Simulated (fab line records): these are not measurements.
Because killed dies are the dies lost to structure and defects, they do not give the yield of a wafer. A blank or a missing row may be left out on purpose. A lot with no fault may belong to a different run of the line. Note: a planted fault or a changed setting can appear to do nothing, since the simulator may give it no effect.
A struck lot beside a sound one -- flow n5-finfet -- 28 steps out of a route of 1938
Sound: these wafers, L392.1, L392.3, L392.6. Struck: wafer L397.1 (left out: L397.3, L397.6 of the same lot, which were not struck); the cause appears at the end.
At each step with rows: each side's tool, then ch and its chambers, then its first start. Under that, the readings that differ: sound wafers -- struck wafers -- difference of the means -- sigmas: that difference in standard deviations of wafers without a fault.
alike: readings whose means differ by less than 2 such deviations, and words and numbers that are the same on both sides. not compared: withheld readings, readings that some wafer has no value for, bounds like >300 that may hide the same value, and numbers for which the record gives no deviation and whose values overlap.
Wherever a step has rows on one side only, a row that says differs or no value, or a row with sigmas, the two part there. When numbers do not overlap yet have no deviation, they are printed without sigmas and do not part them. A reading missing from all wafers of one side parts the sides only when that side holds two or more wafers.

first, 5 steps without rows for these wafers: N5_BEOL_M12_SOFTBAKE_23 (time 60 s); N5_BEOL_M12_EXPOSE_25 (exposes mask M12); N5_BEOL_M12_PEB_26 (peb time 90 s); N5_BEOL_M12_DEVELOP_27 (develop time 45 s); N5_BEOL_M12_HARDBAKE_32 (time 120 s).
N5_BEOL_M12_CD_MEAS_28: the cd target is 160.2 nm.
  sound on cd-sem-03 ch 0, day 13 17:12; struck on cd-sem-01 ch 0, day 15 01:20
reading,sound,struck,difference,sigmas
cd-nm (nm),163.1 163.7 162.6,160.2,-2.9,-2
N5_BEOL_M12_OVL_MEAS_29:
  sound on overlay-02 ch 0, day 13 17:14; struck on overlay-02 ch 0, day 15 01:22
  alike: M12_OVL
N5_BEOL_M12_INSPECT_30: inspects for defects (macro).
  sound on defect-inspect-01 at day 13 17:16; struck on defect-inspect-02 at day 15 01:23
  alike: raw-defect-count
then, 2 steps without rows for these wafers: N5_BEOL_M12_DESCUM_33 (chemistry O2, time 7.9 s); N5_BEOL_M12_ETCH_67 (etches SiARC in CF4, target depth 143 nm, time 238.3 s).
N5_BEOL_M12_ETCH_68: etches SOC in N2/H2, time 285 s.
  sound on rie-diel-05 ch 0,3, day 13 17:44; struck on rie-diel-05 ch 3, day 15 01:53
  alike: chamber-pressure-mTorr, drypump-motor-current-A, oes-product-au, rf-vpp-V, showerhead-plenum-p-Torr, throttle-valve-pct
  not compared: rf-hours-counter-h
then, 1 step without rows for these wafers: N5_BEOL_M12_STRIP_69 (strips in N2/H2).
N5_BEOL_M12_TRENCH_ETCH_34: etches SiOC in C4F8/O2/Ar, target depth 318.95 nm, time 125.5 s.
  sound on rie-diel-05 ch 0,3, day 13 17:55; struck on rie-diel-05 ch 3, day 15 02:04
reading,sound,struck,difference,sigmas
model.etch.depth-nm (nm),315.8 314.1 311.4,305,-9,
  alike: O2_flow_sccm, chamber-pressure-mTorr, drypump-motor-current-A, oes-product-au, rf-vpp-V, showerhead-plenum-p-Torr, throttle-valve-pct
  not compared: rf-hours-counter-h
then, 1 step without rows for these wafers: N5_BEOL_M12_STRIP_70 (strips in C4F8/O2/Ar).
N5_BEOL_M12_OCD_MEAS_35:
  sound on ocd-01 at day 13 18:04; struck on ocd-02 at day 15 02:13
  alike: trench-depth-nm
then, 1 step without rows for these wafers: N5_BEOL_M12_STRIP_37 (strips in N2/H2).
N5_BEOL_M12_ETCH_38: etches SiCN in CF4/N2, target depth 68.7 nm, time 73.4 s.
  sound on rie-diel-05 ch 1,3, day 13 22:56; struck on rie-diel-02 ch 0, day 15 02:24
reading,sound,struck,difference,sigmas
chamber-pressure-mTorr (mTorr),40.02 40.02 39.96,40.09,+0.09,+2
drypump-motor-current-A (A),5.7 5.9 5.6,6.8,+1.1,+2
rf-vpp-V (V),379.9 383.2 380.4,385.8,+4.6,+2
showerhead-plenum-p-Torr (Torr),2.14 2.22 2.14,2.34,+0.17,+2
throttle-valve-pct (%),15.66 15.11 15.67,14.95,-0.53,-2
  alike: oes-product-au
  not compared: rf-hours-counter-h
then, 3 steps without rows for these wafers: N5_BEOL_M12_PRECLEAN_39 (cleans in residue remover, time 60 s); N5_BEOL_M12_SRD_40 (time 30 s, dry time 30 s); N5_BEOL_M12_DEGAS_41 (time 60 s).
N5_BEOL_M12_PRE_CLEAN_42: time 30 s.
  sound on pvd-sputter-03 at day 13 23:44; struck on pvd-sputter-02 at day 15 03:46
  alike: heater-power-w
N5_BEOL_M12_SPUTTER_43: material TaN, target thk 15 nm, time 24.19 s.
  sound on pvd-sputter-03 at day 13 23:46; struck on pvd-sputter-02 at day 15 03:48
  alike: chamber-pressure-pa, throttle-valve-pct
then, 1 step without rows for these wafers: N5_BEOL_M12_SPUTTER_44 (material Ta, target thk 10 nm, time 16.13 s).
N5_BEOL_M12_SPUTTER_45: material Cu, target thk 80 nm, time 13.33 s.
  sound on pvd-sputter-03 at day 13 23:56; struck on pvd-sputter-02 at day 15 03:58
  alike: chamber-pressure-pa, throttle-valve-pct
then, 2 steps without rows for these wafers: N5_BEOL_M12_ECD_47 (material Cu, target thk 720 nm); N5_BEOL_M12_ANNEAL_48 (time 90 s).
N5_BEOL_M12_CMP_49: polishes, stops on SiOC, t overpolish 20.6 s, target thk 320 nm.
  sound on cmp-01 ch 0,3, day 14 00:31; struck on cmp-04 ch 3, day 15 04:31
reading,sound,struck,difference,sigmas
barrier-field-endpoint-s (s),28.7 28.7 29.1,30.8,+2.0,+3
model.Cu_of_BEOL_M12_ECD_47.thk-nm (nm),314.2 312.2 310.4,305.2,-7.1,
  alike: clearing-platen-rpm, motor-current-A, overpolish-run-s
N5_BEOL_M12_THK_MEAS_50: measures by xrf.
  sound on film-metro-01 at day 14 00:47; struck on film-metro-02 at day 15 04:50
  alike: M12_THK

WHERE THEY PART
At N5_BEOL_M12_CD_MEAS_28 first; at N5_BEOL_M12_CMP_49 last (within this record only). Later steps at which nothing parts them and some readings are alike: N5_BEOL_M12_THK_MEAS_50.

WHY: what the simulator had put in
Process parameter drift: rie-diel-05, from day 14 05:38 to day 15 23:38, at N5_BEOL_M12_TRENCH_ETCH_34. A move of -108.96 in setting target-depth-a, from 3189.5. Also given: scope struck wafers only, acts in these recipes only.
